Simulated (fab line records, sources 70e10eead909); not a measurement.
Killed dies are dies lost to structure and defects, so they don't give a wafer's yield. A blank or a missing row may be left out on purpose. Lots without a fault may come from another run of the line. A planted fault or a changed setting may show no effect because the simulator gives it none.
Which tool did it? | flow nand_harc | 12 lots, 36 wafers sampled, at 3 steps of a route of 1302

WHAT THE GAUGES READ, wafer by wafer
NHARC_A_SOURCE_PLATE_THK_MEAS_09: measures by ellipsometry.
lot  | measured     | on            | thk_nm (nm)
L075 | day 7 13:40  | film_metro-02 | 9.9 9.4 8.4
L077 | day 8 09:21  | film_metro-01 | 9.4 9.4 10.9
L079 | day 9 05:58  | film_metro-02 | 10.1 9.3 9.7
L081 | day 10 12:41 | film_metro-01 | 8.4 10.4 10.4
L083 | day 11 04:55 | film_metro-01 | 10.5 10.9 10.0
L085 | day 11 18:09 | film_metro-02 | 8.4 10.0 9.0
L088 | day 13 03:26 | film_metro-02 | 12.3 11.0 10.8
L089 | day 13 15:30 | film_metro-02 | 9.3 8.1 9.3
L091 | day 14 08:07 | film_metro-01 | 8.5 9.9 8.8
L093 | day 14 20:10 | film_metro-02 | 9.6 9.9 8.2
L095 | day 15 18:57 | film_metro-01 | 8.3 9.3 8.6
L097 | day 16 17:55 | film_metro-01 | 9.8 13.0 7.9

WHICH TOOL RAN EACH LOT (tool, then ch and the chambers of the sampled wafers, then the start)
lot  | NHARC_P_BONDPAD_CMP_32        | NHARC_P_BONDPAD_ANNEAL_28
L075 | cmp-04 ch 0,1,3, day 7 00:32  | rtp_anneal-02 ch 0, day 7 03:15
L077 | cmp-04 ch 1,2,3, day 7 19:13  | rtp_anneal-01 ch 0, day 7 22:16
L079 | cmp-01 ch 2,3, day 8 14:38    | rtp_anneal-02 ch 0, day 8 17:16
L081 | cmp-01 ch 2,3, day 9 19:11    | rtp_anneal-01 ch 0, day 9 22:01
L083 | cmp-03 ch 1,2, day 10 13:22   | rtp_anneal-02 ch 0, day 10 16:08
L085 | cmp-01 ch 0,1,2, day 11 05:07 | rtp_anneal-02 ch 0, day 11 07:55
L088 | cmp-01 ch 0,2,3, day 12 11:55 | rtp_anneal-01 ch 0, day 12 14:44
L089 | cmp-04 ch 1,2, day 13 00:08   | rtp_anneal-01 ch 0, day 13 02:55
L091 | cmp-04 ch 0,2,3, day 13 18:06 | rtp_anneal-02 ch 0, day 13 20:53
L093 | cmp-03 ch 0,1,2, day 14 06:01 | rtp_anneal-02 ch 0, day 14 09:50
L095 | cmp-04 ch 2,3, day 15 05:45   | rtp_anneal-02 ch 0, day 15 08:31
L097 | cmp-03 ch 0,1,3, day 16 04:10 | rtp_anneal-02 ch 0, day 16 06:47
- NHARC_P_BONDPAD_CMP_32: polishes SiCN, target thk 200 nm.
- NHARC_P_BONDPAD_ANNEAL_28: time 90 s.

THE ANSWER, worked out from the rows above alone
Rule: what is usual is taken from the lots themselves. Put in order of their means at a reading, lots are off if they are a third of the lots or fewer, leave a main group of 4 or more, and stand apart from it by a gap of 3 or more times the standard deviation of the main group's means; of several such gaps the widest counts. A main group whose means are all the same, to the digits that the tables above print for the reading, isn't used. A lot without any number at a reading at which 4 lots or more have one is off too. The other lots that the step has rows for count as sound.
No lot is off at any reading shown: from this, nothing can be told.

WHAT THE SIMULATOR HAD PUT IN
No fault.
